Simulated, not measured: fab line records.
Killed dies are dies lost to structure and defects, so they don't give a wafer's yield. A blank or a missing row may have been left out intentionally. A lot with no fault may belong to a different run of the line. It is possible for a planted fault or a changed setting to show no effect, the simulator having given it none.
Chamber matching :: flow n5 finfet :: N5_BEOL_M6_ILD_DEP_00 on pecvd-04: 3 sister chambers
The step deposits SiCOH lowk from DEMS/porogen, target thk 179.75 nm, time 33.4 s. 6 wafers are shown with their chamber, then 9 later ones without.

== WAFERS PAIRED WITH THEIR CHAMBERS ==
wafer: L081.4
chamber: 2
throttle valve pct (%): 13.9
heater power w (W): 329

wafer: L083.3
chamber: 2
throttle valve pct (%): 13.6
heater power w (W): 328

wafer: L088.2
chamber: 1
throttle valve pct (%): 14.2
heater power w (W): 380

wafer: L090.2
chamber: 0
throttle valve pct (%): 15.2
heater power w (W): 316

wafer: L090.3
chamber: 1
throttle valve pct (%): 14.4
heater power w (W): 439

wafer: L090.5
chamber: 0
throttle valve pct (%): 15.0
heater power w (W): 319

== WAFERS MISSING THEIR CHAMBER ==
wafer: L094.1
throttle valve pct (%): 14.5
heater power w (W): 433

wafer: L094.2
throttle valve pct (%): 13.4
heater power w (W): 283

wafer: L094.3
throttle valve pct (%): 15.2
heater power w (W): 284

wafer: L095.3
throttle valve pct (%): 15.2
heater power w (W): 321

wafer: L095.5
throttle valve pct (%): 14.7
heater power w (W): 410

wafer: L095.6
throttle valve pct (%): 15.4
heater power w (W): 329

wafer: L096.2
throttle valve pct (%): 14.5
heater power w (W): 352

wafer: L096.3
throttle valve pct (%): 15.4
heater power w (W): 345

wafer: L096.5
throttle valve pct (%): 14.6
heater power w (W): 363

== THE CHAMBER EACH PASSED THROUGH ==
wafer: L094.1
from the rows above: 1
in truth: 1

wafer: L094.2
from the rows above: 2
in truth: 2

wafer: L094.3
from the rows above: 0
in truth: 0

wafer: L095.3
from the rows above: 0
in truth: 0

wafer: L095.5
from the rows above: 1
in truth: 1

wafer: L095.6
from the rows above: 0
in truth: 0

wafer: L096.2
from the rows above: can't be placed: 1 or 0 or 2
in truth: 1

wafer: L096.3
from the rows above: 0
in truth: 0

wafer: L096.5
from the rows above: can't be placed: 1 or 0
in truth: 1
7 of 9 placed correctly. Can't be placed from these rows: 2 (the true chamber is among the candidates in 2). Number placed wrongly: 0.
How it was worked out, from the rows above alone: a wafer's distance from a chamber is the root of the sum, over the readings, of the square of ((its reading less the chamber's mean) divided by the reading's scatter). The wafer belongs to the nearest chamber; if the next one is less than 2 further off, it can't be placed. The mean given for a chamber averages the wafers shown for that chamber. The scatter: take each reading less its chamber's mean, square it, sum over the shown wafers, divide by the number of wafers less the number of chambers, and take the root.
